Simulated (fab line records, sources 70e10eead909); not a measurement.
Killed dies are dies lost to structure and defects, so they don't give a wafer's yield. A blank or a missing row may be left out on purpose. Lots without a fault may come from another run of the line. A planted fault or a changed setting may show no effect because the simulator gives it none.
Which tool did it? | flow nand_harc | 24 lots, 72 wafers sampled, at 6 steps of a route of 1159

WHAT THE GAUGES READ, wafer by wafer
The record holds no reading of a measuring or inspecting step that can be judged against a usual standard deviation.

WHICH TOOL RAN EACH LOT (tool, then ch and the chambers of the sampled wafers, then the start)
lot  | NHARC_A_STAIRCASE_DEP_151       | NHARC_A_STAIRCASE_CMP_450     | NHARC_A_STAIRCASE_CMP_152     | NHARC_A_SGD_CUT_ETCH_16                       | NHARC_A_SLIT_DEP_00           | NHARC_A_SLIT_DEP_23
L075 | pecvd-03 ch 0,2, day 12 21:44   | cmp-03 ch 1,2,3, day 14 06:35 | cmp-03 ch 1,2,3, day 14 06:40 | rie_diel-06 ch 0,2,3, day 14 19:10 or earlier | acl_dep-01 ch 0, day 14 19:10 | pecvd-01 ch 0,1,2, day 14 21:08
L074 | pecvd-02 ch 0,1,2, day 13 02:41 | cmp-04 ch 0,1,2, day 14 06:07 | cmp-04 ch 0,1,2, day 14 06:11 | rie_diel-03 ch 1,2,3, day 14 19:28 or earlier | acl_dep-02 ch 0, day 14 19:28 | pecvd-02 ch 0,1,2, day 14 21:07
L078 | pecvd-02 ch 0,1,2, day 13 06:10 | cmp-01 ch 0,1,2, day 14 08:31 | cmp-01 ch 0,1,2, day 14 08:35 | rie_diel-06 ch 0,2,3, day 14 20:31 or earlier | acl_dep-03 ch 0, day 14 20:31 | pecvd-03 ch 0,1,2, day 14 22:31
L077 | pecvd-04 ch 0,1,2, day 13 06:16 | cmp-01 ch 2,3, day 14 06:25   | cmp-01 ch 2,3, day 14 06:29   | rie_diel-13 ch 0,2,3, day 14 19:13 or earlier | acl_dep-03 ch 0, day 14 19:13 | pecvd-01 ch 0,1, day 14 20:40
L076 | pecvd-02 ch 1,2, day 13 06:50   | cmp-04 ch 0,2,3, day 14 11:07 | cmp-04 ch 0,2,3, day 14 11:12 | rie_diel-06 ch 0,1,3, day 15 00:31 or earlier | acl_dep-03 ch 0, day 15 00:31 | pecvd-01 ch 0,1,2, day 15 02:09
L079 | pecvd-02 ch 0,1,2, day 13 09:46 | cmp-04 ch 1,2,3, day 14 11:20 | cmp-04 ch 1,2,3, day 14 11:24 | rie_diel-03 ch 0,1,3, day 15 01:46 or earlier | acl_dep-02 ch 0, day 15 01:46 | pecvd-01 ch 0,1,2, day 15 02:55
L080 | pecvd-04 ch 1, day 13 13:14     | cmp-04 ch 1,3, day 14 16:07   | cmp-04 ch 1,3, day 14 16:11   | rie_diel-03 ch 0,1,2, day 15 05:52 or earlier | acl_dep-01 ch 0, day 15 05:52 | pecvd-03 ch 0,2, day 15 07:31
L081 | pecvd-02 ch 0,1, day 14 05:31   | cmp-01 ch 0,2,3, day 15 12:43 | cmp-01 ch 0,2,3, day 15 12:47 | rie_diel-06 ch 0,1, day 15 23:37 or earlier   | acl_dep-01 ch 0, day 15 23:37 | pecvd-01 ch 0,1,2, day 16 01:18
L082 | pecvd-04 ch 0,1,2, day 14 19:00 | cmp-04 ch 0,2,3, day 15 23:13 | cmp-04 ch 0,2,3, day 15 23:17 | rie_diel-03 ch 0,1, day 16 08:28 or earlier   | acl_dep-03 ch 0, day 16 08:28 | pecvd-01 ch 0,1,2, day 16 10:28
L084 | pecvd-03 ch 0,2, day 14 19:13   | cmp-03 ch 1,2,3, day 15 23:29 | cmp-03 ch 1,2,3, day 15 23:34 | rie_diel-06 ch 0,1,3, day 16 08:43 or earlier | acl_dep-02 ch 0, day 16 08:43 | pecvd-03 ch 1,2, day 16 10:41
L083 | pecvd-02 ch 1,2, day 14 19:15   | cmp-01 ch 0,1,2, day 15 23:02 | cmp-01 ch 0,1,2, day 15 23:07 | rie_diel-13 ch 1,2, day 16 10:05 or earlier   | acl_dep-01 ch 0, day 16 10:05 | pecvd-03 ch 0,2, day 16 12:02
L087 | pecvd-03 ch 1,2, day 15 11:00   | cmp-03 ch 0,1,3, day 16 15:02 | cmp-03 ch 0,1,3, day 16 15:07 | rie_diel-06 ch 0,2,3, day 17 02:23 or earlier | acl_dep-01 ch 0, day 17 02:23 | pecvd-01 ch 0,1,2, day 17 04:22
L085 | pecvd-02 ch 0,1, day 15 18:05   | cmp-04 ch 0,1,3, day 16 20:55 | cmp-04 ch 0,1,3, day 16 20:59 | rie_diel-03 ch 1,2,3, day 17 07:16 or earlier | acl_dep-02 ch 0, day 17 07:16 | pecvd-01 ch 0,2, day 17 09:13
L088 | pecvd-03 ch 0,1,2, day 15 18:11 | cmp-03 ch 0,3, day 16 20:44   | cmp-03 ch 0,3, day 16 20:49   | rie_diel-06 ch 0,2,3, day 17 07:15 or earlier | acl_dep-01 ch 0, day 17 07:15 | pecvd-03 ch 1,2, day 17 09:17
L086 | pecvd-03 ch 0,1,2, day 15 21:31 | cmp-03 ch 0,3, day 17 00:59   | cmp-03 ch 0,3, day 17 01:04   | rie_diel-13 ch 2,3, day 17 10:55 or earlier   | acl_dep-02 ch 0, day 17 10:55 | pecvd-01 ch 1,2, day 17 13:08
L089 | pecvd-03 ch 0,1, day 16 09:00   | cmp-03 ch 1,2,3, day 17 14:26 | cmp-03 ch 1,2,3, day 17 14:31 | rie_diel-06 ch 0,1,2, day 18 03:28 or earlier | acl_dep-02 ch 0, day 18 03:28 | pecvd-01 ch 0,2, day 18 04:53
L091 | pecvd-02 ch 1,2, day 16 09:02   | cmp-04 ch 0,2,3, day 17 14:40 | cmp-04 ch 0,2,3, day 17 14:44 | rie_diel-03 ch 1,2, day 18 06:26 or earlier   | acl_dep-01 ch 0, day 18 06:26 | pecvd-01 ch 0,1,2, day 18 08:25
L090 | pecvd-02 ch 0,1,2, day 16 17:09 | cmp-01 ch 1,2,3, day 17 18:14 | cmp-01 ch 1,2,3, day 17 18:19 | rie_diel-06 ch 1,2,3, day 18 04:46 or earlier | acl_dep-02 ch 0, day 18 04:46 | pecvd-01 ch 0,2, day 18 06:49
L092 | pecvd-03 ch 0,1,2, day 17 04:21 | cmp-03 ch 0,3, day 18 07:37   | cmp-03 ch 0,3, day 18 07:41   | rie_diel-03 ch 0,2,3, day 18 22:44 or earlier | acl_dep-01 ch 0, day 18 22:44 | pecvd-03 ch 0,1, day 19 00:44
L093 | pecvd-02 ch 1,2, day 17 04:21   | cmp-04 ch 0,3, day 18 08:10   | cmp-04 ch 0,3, day 18 08:14   | rie_diel-03 ch 0,1,3, day 18 22:49 or earlier | acl_dep-02 ch 0, day 18 22:49 | pecvd-03 ch 0,2, day 19 00:11
L094 | pecvd-03 ch 1,2, day 17 04:49   | cmp-04 ch 1,2,3, day 18 09:07 | cmp-04 ch 1,2,3, day 18 09:11 | rie_diel-13 ch 1,3, day 18 23:14 or earlier   | acl_dep-03 ch 0, day 18 23:14 | pecvd-02 ch 0,1,2, day 19 01:13
L096 | pecvd-03 ch 0,1,2, day 17 14:48 | cmp-03 ch 1,2, day 18 20:52   | cmp-03 ch 1,2, day 18 20:56   | rie_diel-06 ch 0,3, day 19 07:10 or earlier   | acl_dep-03 ch 0, day 19 07:10 | pecvd-01 ch 0,2, day 19 09:08
L095 | pecvd-04 ch 0,1,2, day 17 14:59 | cmp-04 ch 2,3, day 18 21:08   | cmp-04 ch 2,3, day 18 21:13   | rie_diel-13 ch 2,3, day 19 08:14 or earlier   | acl_dep-01 ch 0, day 19 08:14 | pecvd-03 ch 0,1,2, day 19 09:19
L097 | pecvd-02 ch 1,2, day 18 04:45   | cmp-01 ch 1,2,3, day 19 09:14 | cmp-01 ch 1,2,3, day 19 09:19 | rie_diel-06 ch 0,1, day 19 19:20 or earlier   | acl_dep-03 ch 0, day 19 19:20 | pecvd-01 ch 0,1,2, day 19 21:19
- NHARC_A_STAIRCASE_DEP_151: deposits SiO2, target thk 3800 nm.
- NHARC_A_STAIRCASE_CMP_450: polishes SiO2, target thk 200 nm.
- NHARC_A_STAIRCASE_CMP_152: polishes.
- NHARC_A_SGD_CUT_ETCH_16: etches the open film in C4F8/O2/Ar, target depth 310.5 nm, time 155.2 s.
- NHARC_A_SLIT_DEP_00: deposits aC, target thk 3200 nm.
- NHARC_A_SLIT_DEP_23: deposits SiON, target thk 100 nm.

WHAT THE TOOLS THEMSELVES READ (means of the sampled wafers that have a number; where no wafer has one, the mark that the record gives instead)
NHARC_A_STAIRCASE_DEP_151. Usual: heater_power_w 639 W, standard deviation 99.
lot  | tool     | heater_power_w (W) | flag
L075 | pecvd-03 | 651                |
L074 | pecvd-02 | 707                |
L078 | pecvd-02 | 660                |
L077 | pecvd-04 | 624                |
L076 | pecvd-02 | 761                |
L079 | pecvd-02 | 621                |
L080 | pecvd-04 | 731                |
L081 | pecvd-02 | 687                |
L082 | pecvd-04 | 620                |
L084 | pecvd-03 | 650                |
L083 | pecvd-02 | 675                |
L087 | pecvd-03 | 564                |
L085 | pecvd-02 | 679                |
L088 | pecvd-03 | 601                |
L086 | pecvd-03 | 592                |
L089 | pecvd-03 | 583                |
L091 | pecvd-02 | 767                |
L090 | pecvd-02 | 613                |
L092 | pecvd-03 | 621                |
L093 | pecvd-02 | 658                |
L094 | pecvd-03 | 569                |
L096 | pecvd-03 | 615                |
L095 | pecvd-04 | 591                |
L097 | pecvd-02 | 766                |

NHARC_A_STAIRCASE_CMP_450. Usual: edge_zone_pressure_frac 0.999, standard deviation 0.0048; motor_current_A 12.2 A, standard deviation 1.3.
lot  | tool   | edge_zone_pressure_frac | motor_current_A (A) | flag
L075 | cmp-03 | 0.999                   | 12.9                |
L074 | cmp-04 | 0.999                   | 13.0                |
L078 | cmp-01 | 1.002                   | 11.5                |
L077 | cmp-01 | 1.005                   | 10.6                |
L076 | cmp-04 | 0.998                   | 12.6                |
L079 | cmp-04 | 0.999                   | 12.2                |
L080 | cmp-04 | 1.001                   | 11.6                |
L081 | cmp-01 | 1.001                   | 11.2                |
L082 | cmp-04 | 1.001                   | 12.9                |
L084 | cmp-03 | 1.000                   | 13.2                |
L083 | cmp-01 | 1.001                   | 11.4                |
L087 | cmp-03 | 0.997                   | 12.4                |
L085 | cmp-04 | 1.002                   | 12.2                |
L088 | cmp-03 | 0.998                   | 13.7                |
L086 | cmp-03 | 1.001                   | 13.4                |
L089 | cmp-03 | 0.996                   | 12.7                |
L091 | cmp-04 | 0.995                   | 12.5                |
L090 | cmp-01 | 0.999                   | 11.1                |
L092 | cmp-03 | 0.997                   | 12.1                |
L093 | cmp-04 | 0.993                   | 12.2                |
L094 | cmp-04 | 0.994                   | 12.4                |
L096 | cmp-03 | 1.007                   | 12.0                |
L095 | cmp-04 | 0.996                   | 12.9                |
L097 | cmp-01 | 0.998                   | 10.6                |

NHARC_A_STAIRCASE_CMP_152. Usual: edge_zone_pressure_frac 0.999, standard deviation 0.0049; motor_current_A 12.2 A, standard deviation 1.3.
lot  | tool   | edge_zone_pressure_frac | motor_current_A (A) | flag
L075 | cmp-03 | 1.002                   | 12.6                |
L074 | cmp-04 | 0.999                   | 12.3                |
L078 | cmp-01 | 1.002                   | 11.5                |
L077 | cmp-01 | 1.003                   | 10.8                |
L076 | cmp-04 | 0.996                   | 12.9                |
L079 | cmp-04 | 1.000                   | 12.5                |
L080 | cmp-04 | 0.996                   | 11.7                |
L081 | cmp-01 | 0.999                   | 11.5                |
L082 | cmp-04 | 1.003                   | 12.5                |
L084 | cmp-03 | 1.003                   | 13.2                |
L083 | cmp-01 | 0.995                   | 11.7                |
L087 | cmp-03 | 0.996                   | 12.2                |
L085 | cmp-04 | 1.000                   | 12.1                |
L088 | cmp-03 | 0.998                   | 13.4                |
L086 | cmp-03 | 1.001                   | 13.1                |
L089 | cmp-03 | 0.995                   | 13.0                |
L091 | cmp-04 | 0.998                   | 12.5                |
L090 | cmp-01 | 0.997                   | 10.9                |
L092 | cmp-03 | 0.997                   | 12.4                |
L093 | cmp-04 | 0.998                   | 12.1                |
L094 | cmp-04 | 0.996                   | 12.6                |
L096 | cmp-03 | 0.998                   | 12.1                |
L095 | cmp-04 | 0.997                   | 13.2                |
L097 | cmp-01 | 0.999                   | 10.9                |

NHARC_A_SGD_CUT_ETCH_16. Usual: oes_product_au 0.967 a.u., standard deviation 0.016; rf_vpp_V 724 V, standard deviation 4.6.
lot  | tool        | oes_product_au (a.u.) | rf_vpp_V (V) | flag
L075 | rie_diel-06 | 0.975                 | 727          |
L074 | rie_diel-03 | 0.982                 | 723          |
L078 | rie_diel-06 | 0.943                 | 726          |
L077 | rie_diel-13 | 0.967                 | 718          |
L076 | rie_diel-06 | 0.969                 | 722          |
L079 | rie_diel-03 | 0.977                 | 724          |
L080 | rie_diel-03 | 0.972                 | 725          |
L081 | rie_diel-06 | 0.955                 | 722          |
L082 | rie_diel-03 | 0.980                 | 725          |
L084 | rie_diel-06 | 0.967                 | 724          |
L083 | rie_diel-13 | 0.958                 | 721          |
L087 | rie_diel-06 | 0.973                 | 727          |
L085 | rie_diel-03 | 0.976                 | 723          |
L088 | rie_diel-06 | 0.975                 | 727          |
L086 | rie_diel-13 | 0.944                 | 719          |
L089 | rie_diel-06 | 0.965                 | 725          |
L091 | rie_diel-03 | 0.973                 | 723          |
L090 | rie_diel-06 | 0.962                 | 724          |
L092 | rie_diel-03 | 0.963                 | 724          |
L093 | rie_diel-03 | 0.965                 | 724          |
L094 | rie_diel-13 | 0.975                 | 724          |
L096 | rie_diel-06 | 0.986                 | 724          |
L095 | rie_diel-13 | 0.930                 | 719          |
L097 | rie_diel-06 | 0.979                 | 725          |

NHARC_A_SLIT_DEP_00. Usual: throttle_valve_pct 35.001 %, standard deviation 0.0098.
lot  | tool       | throttle_valve_pct (%) | flag
L075 | acl_dep-01 | 35.014                 |
L074 | acl_dep-02 | 35.000                 |
L078 | acl_dep-03 | 35.006                 |
L077 | acl_dep-03 | 35.001                 |
L076 | acl_dep-03 | 35.012                 |
L079 | acl_dep-02 | 35.011                 |
L080 | acl_dep-01 | 35.004                 |
L081 | acl_dep-01 | 34.992                 |
L082 | acl_dep-03 | 35.008                 |
L084 | acl_dep-02 | 34.998                 |
L083 | acl_dep-01 | 35.001                 |
L087 | acl_dep-01 | 35.000                 |
L085 | acl_dep-02 | 35.002                 |
L088 | acl_dep-01 | 34.995                 |
L086 | acl_dep-02 | 35.000                 |
L089 | acl_dep-02 | 34.996                 |
L091 | acl_dep-01 | 35.003                 |
L090 | acl_dep-02 | 35.002                 |
L092 | acl_dep-01 | 35.003                 |
L093 | acl_dep-02 | 35.002                 |
L094 | acl_dep-03 | 34.991                 |
L096 | acl_dep-03 | 34.994                 |
L095 | acl_dep-01 | 35.002                 |
L097 | acl_dep-03 | 35.001                 |

NHARC_A_SLIT_DEP_23. Usual: heater_power_w 706 W, standard deviation 57.
lot  | tool     | heater_power_w (W) | flag
L075 | pecvd-01 | 671                |
L074 | pecvd-02 | 726                |
L078 | pecvd-03 | 705                |
L077 | pecvd-01 | 649                |
L076 | pecvd-01 | 732                |
L079 | pecvd-01 | 715                |
L080 | pecvd-03 | 697                |
L081 | pecvd-01 | 681                |
L082 | pecvd-01 | 726                |
L084 | pecvd-03 | 723                |
L083 | pecvd-03 | 691                |
L087 | pecvd-01 | 718                |
L085 | pecvd-01 | 675                |
L088 | pecvd-03 | 678                |
L086 | pecvd-01 | 706                |
L089 | pecvd-01 | 744                |
L091 | pecvd-01 | 706                |
L090 | pecvd-01 | 709                |
L092 | pecvd-03 | 689                |
L093 | pecvd-03 | 725                |
L094 | pecvd-02 | 721                |
L096 | pecvd-01 | 758                |
L095 | pecvd-03 | 716                |
L097 | pecvd-01 | 722                |

THE ANSWER, worked out from the rows above alone
Rule: a lot is off if the mean of its wafers that have a number lies more than 3 standard deviations from the usual mean. A lot without any number at a reading at which 4 lots or more have one is off too. The other lots that the step has rows for count as sound. The gauges are gone through in route order, then the tools' own readings, and for those a lot's mean is taken as printed above. The first step at which some lot is off is used, and at that step the reading that is off furthest; a lot without a number counts as furthest.
No lot is off at any reading shown: from this, nothing can be told.

WHAT THE SIMULATOR HAD PUT IN
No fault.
